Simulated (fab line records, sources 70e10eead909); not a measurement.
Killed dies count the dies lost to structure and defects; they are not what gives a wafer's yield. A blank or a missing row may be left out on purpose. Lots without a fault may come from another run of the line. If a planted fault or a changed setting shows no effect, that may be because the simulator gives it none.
Code-filled problem report in 8D (eight disciplines) form / flow nand harc / the parts of the form that need people (team, actions taken, sign-off) are left out

== 1. PROBLEM STATEMENT ==
Mean of thk nm at NHARC_A_ONON_D2_THK_MEAS_21: 1668 nm across 6 wafers in 2 lots; on wafers with no fault it is 1000 nm (standard deviation 12). Measured from the usual mean, that is +56 standard deviations.
The step: measures by ellipsometry.
First seen on wafer L222.3, day 16 18:08, on film metro-01. The record has a number at this step for 36 wafers belonging to 12 lots. By rule, "out" or "out of limits" means more than 4 standard deviations away from the usual mean. All remaining wafers that have a number are taken as sound.

== 2. WHAT IT IS AND WHAT IT IS NOT ==
question=which readings at this step | is=thk nm | is not=-
question=which lots | is=L222, L224 | is not=L215, L217, L229, L230, L231, L232, L233, L234, L235, L236
question=which wafers of those lots | is=all that have a number | is not=-
question=read on which gauges | is=film metro-01 | is not=film metro-02
question=when | is=from day 16 18:08 | is not=up to then (6 sound wafers); but 24 sound wafers of L229, L230, L231, L232, L233, L234, L235, L236 came after

== 3. WHAT RULES OUT EACH SUSPECT ==
Counting: a tool at any process step up to the reading remains a suspect when it ran all the lots that are out and ran no sound lot after the first of those.
- the gauge at NHARC_A_ONON_D2_THK_MEAS_21 has been ruled out. All the wafers that are out were read on film metro-01, but those of them that NHARC_END_SORT_01 has rows for are out there too, on other tools.
- pecvd onon-03 at NHARC_A_ONON_D2_DEP_19 (target thk 1000 nm): ruled out as a lasting fault. After its first lot that is out, L222 (day 16 17:44), sound lots L231, L233 ran on it.
Left after counting: nothing in the record.

== 4. THE CAUSE (what the simulator had put in) ==
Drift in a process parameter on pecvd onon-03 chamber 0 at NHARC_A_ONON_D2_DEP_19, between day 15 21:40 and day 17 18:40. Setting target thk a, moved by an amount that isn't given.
The count ruled it out by mistake, since the rule takes a fault to strike every lot its tool runs from the start of the fault on, and this one did not do so.

== 5. THE CHAIN OF EFFECTS, in route order ==
Rows list readings where the struck wafers' mean (over those with a number) sits beyond 3 standard deviations from the usual. Only readings for which the record gives a usual standard deviation are gone through. hours: the time from each lot's start at the first step in this table that gives one to its start at this step, as a median over the lots. sigmas: the change in usual standard deviations.
hours=0; step=NHARC_A_ONON_D2_THK_MEAS_21; reading=thk nm; usual=1000 nm; on struck wafers=1668; change=+668; sigmas=+56
hours=282; step=NHARC_END_SORT_01; reading=killed at array; usual=56; on struck wafers=674; change=+618; sigmas=+33
hours=282; step=NHARC_END_SORT_01; reading=killed dies; usual=61; on struck wafers=677; change=+616; sigmas=+32

== 6. WHAT WOULD HAVE CAUGHT IT SOONER ==
Counted from the fault's start at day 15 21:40, it took 20 hours until the first out-of-limits reading at a measuring or inspecting step in this record, taken at day 16 18:08.
Of the tool readings at NHARC_A_ONON_D2_DEP_19 for which the record gives a usual standard deviation, none was out on any struck wafer, so an alarm limit of 4 standard deviations on them would not have fired.
